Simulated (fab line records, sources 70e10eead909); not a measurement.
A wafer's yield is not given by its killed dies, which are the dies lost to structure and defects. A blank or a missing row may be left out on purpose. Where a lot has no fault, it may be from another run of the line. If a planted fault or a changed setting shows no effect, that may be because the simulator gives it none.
A struck lot beside a sound one | flow nand-harc | 25 steps out of a route of 1159
Sound: these wafers, L125.2, L125.3, L125.5. Wafers L114.1, L114.3, L114.5 were the ones struck. Last of all comes the cause.
Each step with rows lists, per side, the tool, then ch with its chambers, then its first start. Under that, the readings that differ: sound wafers | struck wafers | difference of the means | sigmas: that difference in standard deviations of wafers without a fault.
alike: a reading whose means differ by less than 2 such deviations, as well as words and numbers matching on both sides. not compared: withheld readings; readings where some wafer has no value; bounds like >300 that might hide an equal value; numbers whose values overlap and for which the record gives no deviation.
A row with sigmas, a row that says differs or no value, or rows on one side alone: a step with any of these is where the two part. Numbers that have no deviation but don't overlap get no sigmas and don't part them. A reading that every wafer of one side lacks parts them only if that side has two wafers or more.

NHARC_P_CONTACT_DEP_30: deposits SiNx, target thk 30 nm.
  sound on pecvd-02 ch 0,1,2, day 9 04:01; struck on pecvd-04 ch 0,1,2, day 6 13:31
  alike: heater-power-w
then, 1 step without rows for these wafers: NHARC_P_CONTACT_DEP_00 (deposits SiO2, target thk 500 nm).
NHARC_P_CONTACT_CMP_01: polishes SiO2, target thk 200 nm.
  sound on cmp-01 ch 2,3, day 9 04:44; struck on cmp-02 ch 2,3, day 6 14:13
  alike: edge-zone-pressure-frac, motor-current-A
then, 8 steps without rows for these wafers: NHARC_P_CONTACT_SRD_03; NHARC_P_CONTACT_DEHYDRATE_04 (time 120 s); NHARC_P_CONTACT_HMDS_05 (time 30 s); NHARC_P_CONTACT_COAT_33 (time 75 s); NHARC_P_CONTACT_COAT_34 (time 65 s); NHARC_P_CONTACT_COAT_06 (resist thk 90 nm); NHARC_P_CONTACT_SOFTBAKE_07 (time 55 s); NHARC_P_CONTACT_EBR_08.
NHARC_P_CONTACT_EXPOSE_09: exposes mask P CA, target cd 90 nm.
  sound on arfi-scanner-03 ch 0, day 9 05:26; struck on arfi-scanner-02 ch 0, day 6 14:54
  reading | sound                | struck                        | difference | sigmas
  mask    | P_CA#0 P_CA#0 P_CA#0 | P_CA_R1#0 P_CA_R1#0 P_CA_R1#0 | differs    |
  alike: focus-offset-nm, stage-vel-mm-s
then, 2 steps without rows for these wafers: NHARC_P_CONTACT_PEB_10 (peb time 65 s); NHARC_P_CONTACT_DEVELOP_11 (develop time 35 s).
NHARC_P_CONTACT_CD_MEAS_12: target cd 90 nm.
  sound on cd-sem-03 ch 0, day 9 05:35; struck on cd-sem-01 ch 0, day 6 15:03
  reading    | sound          | struck         | difference | sigmas
  cd-nm (nm) | 90.2 88.7 89.8 | 98.9 96.7 97.4 | +8.1       | +12
NHARC_P_CONTACT_OVL_MEAS_13:
  sound: overlay-02 at day 9 05:40; struck: overlay-02 at day 6 15:08
  alike: overlay-x-nm, overlay-y-nm
NHARC_P_CONTACT_INSPECT_14:
  sound: defect-inspect-02 at day 9 05:43; struck: defect-inspect-01 at day 6 15:10
  alike: raw-defect-count
NHARC_P_CONTACT_DESCUM_17: chemistry O2, time 3 s.
  sound on rie-diel-10 ch 0,1, day 9 05:46; struck on rie-diel-10 ch 1,3, day 6 15:14
  reading                    | sound             | struck            | difference | sigmas
  model.P_CONTACT.cd-nm (nm) | 90.18 88.17 89.73 | 98.26 95.78 96.47 | +7.48      |
  alike: drypump-motor-current-A, oes-product-au, rf-vpp-V, showerhead-plenum-p-Torr, throttle-valve-pct
  not compared: rf-hours-counter-h
NHARC_P_CONTACT_ETCH_35: etches the open film in CF4, target depth 39 nm, time 65 s.
  sound on rie-diel-10 ch 0,1,3, day 9 05:52; struck on rie-diel-10 ch 1,2,3, day 6 15:20
  alike: drypump-motor-current-A, oes-product-au, rf-vpp-V, showerhead-plenum-p-Torr, throttle-valve-pct
  not compared: rf-hours-counter-h
NHARC_P_CONTACT_ETCH_36: etches the open film in N2/H2, target depth 260 nm, time 406.25 s.
  sound: rie-diel-10 ch 0,1,2; struck: rie-diel-10 ch 1,2
  alike: drypump-motor-current-A, oes-product-au, rf-vpp-V, showerhead-plenum-p-Torr, throttle-valve-pct
  not compared: rf-hours-counter-h
NHARC_P_CONTACT_ETCH_18: etches the open film in C4F8/O2/Ar, target depth 481 nm, time 240.5 s.
  sound: rie-diel-10 ch 0,2,3; struck: rie-diel-10 ch 0,3
  alike: oes-product-au, rf-vpp-V
  not compared: rf-hours-counter-h
then, 1 step without rows for these wafers: NHARC_P_CONTACT_STRIP_37 (strips in C4F8/O2/Ar).
NHARC_P_CONTACT_ETCH_31: etches the open film in CH3F/O2, target depth 30 nm, time 85.7 s.
  sound: rie-diel-10 ch 0,1,3; struck: rie-diel-10 ch 1,2,3
  reading                    | sound             | struck           | difference | sigmas
  model.P_CONTACT.cd-nm (nm) | 90.95 88.12 89.93 | 95.7 94.03 94.48 | +5.1       |
  alike: drypump-motor-current-A, oes-product-au, rf-vpp-V, showerhead-plenum-p-Torr, throttle-valve-pct
  not compared: rf-hours-counter-h
NHARC_P_CONTACT_CD_MEAS_19:
  sound: cd-sem-03 at day 9 06:38; struck: cd-sem-03 at day 6 16:07
  reading    | sound          | struck         | difference | sigmas
  cd-nm (nm) | 91.1 87.8 90.0 | 96.0 94.3 94.6 | +5.3       | +3
then, 1 step without rows for these wafers: NHARC_P_CONTACT_STRIP_28 (strips in O2).

== WHERE THEY PART ==
First at NHARC_P_CONTACT_EXPOSE_09; last, within this record, at NHARC_P_CONTACT_CD_MEAS_19.

WHY: whatever the simulator had introduced
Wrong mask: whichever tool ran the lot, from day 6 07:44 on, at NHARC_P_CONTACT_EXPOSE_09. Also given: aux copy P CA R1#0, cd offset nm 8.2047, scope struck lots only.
